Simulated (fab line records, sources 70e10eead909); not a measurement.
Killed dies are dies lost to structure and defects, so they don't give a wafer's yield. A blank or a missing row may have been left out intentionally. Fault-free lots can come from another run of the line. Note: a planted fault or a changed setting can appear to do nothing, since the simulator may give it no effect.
Matching of chambers | flow nand-harc | 4 sister chambers for NHARC_P_GATE_DESCUM_48 on rie-diel-10
The step chemistry O2, time 3 s. 16 wafers are shown with their chamber, then 8 later ones without.

WAFERS PAIRED WITH THEIR CHAMBERS
wafer  | chamber | showerhead-plenum-p-Torr (Torr) | drypump-motor-current-A (A) | rf-vpp-V (V)
L545.3 | 0       | 2.06                            | 5.7                         | 59.1
L545.4 | 3       | 1.94                            | 5.4                         | 57.4
L545.6 | 0       | 2.06                            | 5.7                         | 58.2
L546.2 | 2       | 2.03                            | 6.8                         | 59.9
L546.5 | 0       | 2.06                            | 5.7                         | 56.9
L546.6 | 1       | 1.79                            | 5.7                         | 57.5
L550.2 | 1       | 1.79                            | 5.7                         | 57.6
L550.5 | 1       | 1.79                            | 5.8                         | 56.6
L550.6 | 0       | 2.05                            | 5.7                         | 58.8
L556.1 | 3       | 1.94                            | 5.4                         | 57.5
L556.5 | 1       | 1.79                            | 5.8                         | 56.2
L556.6 | 3       | 1.94                            | 5.5                         | 58.7
L557.1 | 2       | 2.03                            | 6.7                         | 58.9
L557.2 | 1       | 1.79                            | 5.7                         | 57.6
L557.5 | 1       | 1.79                            | 5.7                         | 57.2
L559.1 | 2       | 2.03                            | 6.7                         | 58.7

SIGNATURES, as means of the wafers listed above
reading                  | chamber 0 | chamber 1 | chamber 2 | chamber 3 | scatter within a chamber
showerhead-plenum-p-Torr | 2.0575    | 1.7900    | 2.0300    | 1.9400    | 0.0025
drypump-motor-current-A  | 5.700     | 5.733     | 6.733     | 5.433     | 0.0471
rf-vpp-V                 | 58.250    | 57.117    | 59.167    | 57.867    | 0.733
Rule: distance of a wafer from a chamber = root of the sum over the readings of ((wafer's reading minus chamber's mean) / reading's scatter) squared. The wafer belongs to the nearest chamber; if the next one is less than 2 further off, it can't be placed. The scatter: the root of (the sum of the squares of (reading less its chamber's mean) over the shown wafers, divided by (wafers less chambers)).

WAFERS WITHOUT THEIR CHAMBER
wafer  | showerhead-plenum-p-Torr (Torr) | drypump-motor-current-A (A) | rf-vpp-V (V)
L559.4 | 2.03                            | 6.7                         | 59.5
L559.6 | 2.05                            | 5.7                         | 57.5
L563.2 | 2.05                            | 5.7                         | 58.4
L563.4 | 2.03                            | 6.7                         | 58.2
L563.5 | 2.05                            | 5.7                         | 58.1
L564.1 | 1.79                            | 5.8                         | 55.7
L564.2 | 2.03                            | 6.7                         | 57.7
L564.5 | 1.94                            | 5.5                         | 59.6

EACH ONE'S CHAMBER
wafer  | from the rows above | in truth
L559.4 | 2                   | 2
L559.6 | 0                   | 0
L563.2 | 0                   | 0
L563.4 | 2                   | 2
L563.5 | 0                   | 0
L564.1 | 1                   | 1
L564.2 | 2                   | 2
L564.5 | 3                   | 3
Correctly placed: 8 of 8. Number that these rows cannot place: 0. Placed wrongly: 0.
